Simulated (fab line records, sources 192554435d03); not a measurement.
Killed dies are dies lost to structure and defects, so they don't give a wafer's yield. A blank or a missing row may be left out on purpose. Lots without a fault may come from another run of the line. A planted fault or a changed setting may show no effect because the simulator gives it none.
Chamber matching | flow n5_finfet | N5_BEOL_M0_CUTY_ETCH_63 on rie_diel-04: 4 sister chambers
The step etches SOC in N2/H2, target depth 82.7 nm, overetch 16.5 nm, time 124 s. 18 wafers are shown with their chamber, then 9 later ones without.

WAFERS WITH THEIR CHAMBER
wafer  | chamber | showerhead_plenum_p_Torr (Torr) | drypump_motor_current_A (A) | throttle_valve_pct (%)
L074.2 | 2       | 2.59                            | 5.6                         | 17.81
L074.3 | 0       | 2.57                            | 5.8                         | 17.55
L074.5 | 0       | 2.57                            | 5.8                         | 17.54
L075.3 | 3       | 2.43                            | 5.5                         | 17.67
L075.5 | 2       | 2.59                            | 5.6                         | 17.82
L075.6 | 1       | 2.44                            | 6.1                         | 18.03
L079.1 | 1       | 2.44                            | 6.2                         | 18.05
L079.4 | 2       | 2.59                            | 5.6                         | 17.83
L079.6 | 2       | 2.59                            | 5.6                         | 17.84
L083.2 | 1       | 2.43                            | 6.2                         | 18.04
L083.5 | 3       | 2.43                            | 5.5                         | 17.73
L083.6 | 0       | 2.57                            | 5.9                         | 17.57
L088.1 | 2       | 2.58                            | 5.6                         | 17.86
L088.2 | 1       | 2.43                            | 6.1                         | 18.06
L088.6 | 1       | 2.43                            | 6.1                         | 18.07
L089.1 | 1       | 2.43                            | 6.1                         | 18.06
L089.2 | 2       | 2.58                            | 5.6                         | 17.85
L089.6 | 0       | 2.56                            | 5.8                         | 17.58

SIGNATURES (means of the wafers above)
reading                  | chamber 0 | chamber 1 | chamber 2 | chamber 3 | scatter within a chamber
showerhead_plenum_p_Torr | 2.5675    | 2.4333    | 2.5867    | 2.4300    | 0.00494
drypump_motor_current_A  | 5.825     | 6.133     | 5.600     | 5.500     | 0.0386
throttle_valve_pct       | 17.5600   | 18.0517   | 17.8350   | 17.7000   | 0.0201
Rule: a wafer's distance from a chamber is the root of the sum, over the readings, of the square of ((its reading less the chamber's mean) divided by the reading's scatter). The wafer belongs to the nearest chamber; if the next one is less than 2 further off, it can't be placed. The scatter: the root of (the sum of the squares of (reading less its chamber's mean) over the shown wafers, divided by (wafers less chambers)).

WAFERS WITHOUT THEIR CHAMBER
wafer  | showerhead_plenum_p_Torr (Torr) | drypump_motor_current_A (A) | throttle_valve_pct (%)
L094.4 | 2.56                            | 5.8                         | 17.59
L094.5 | 2.58                            | 5.6                         | 17.88
L094.6 | 2.42                            | 5.5                         | 17.74
L096.2 | 2.55                            | 5.8                         | 17.61
L096.3 | 2.42                            | 5.4                         | 17.75
L096.4 | 2.57                            | 5.6                         | 17.88
L097.1 | 2.57                            | 5.6                         | 17.89
L097.4 | 2.42                            | 6.2                         | 18.09
L097.6 | 2.42                            | 6.1                         | 18.10

WHICH CHAMBER EACH WENT THROUGH
wafer  | from the rows above | in truth
L094.4 | 0                   | 0
L094.5 | 2                   | 2
L094.6 | 3                   | 3
L096.2 | 0                   | 0
L096.3 | 3                   | 3
L096.4 | 2                   | 2
L097.1 | 2                   | 2
L097.4 | 1                   | 1
L097.6 | 1                   | 1
Placed correctly: 9 of 9. Can't be placed from these rows: 0. Placed wrongly: 0.
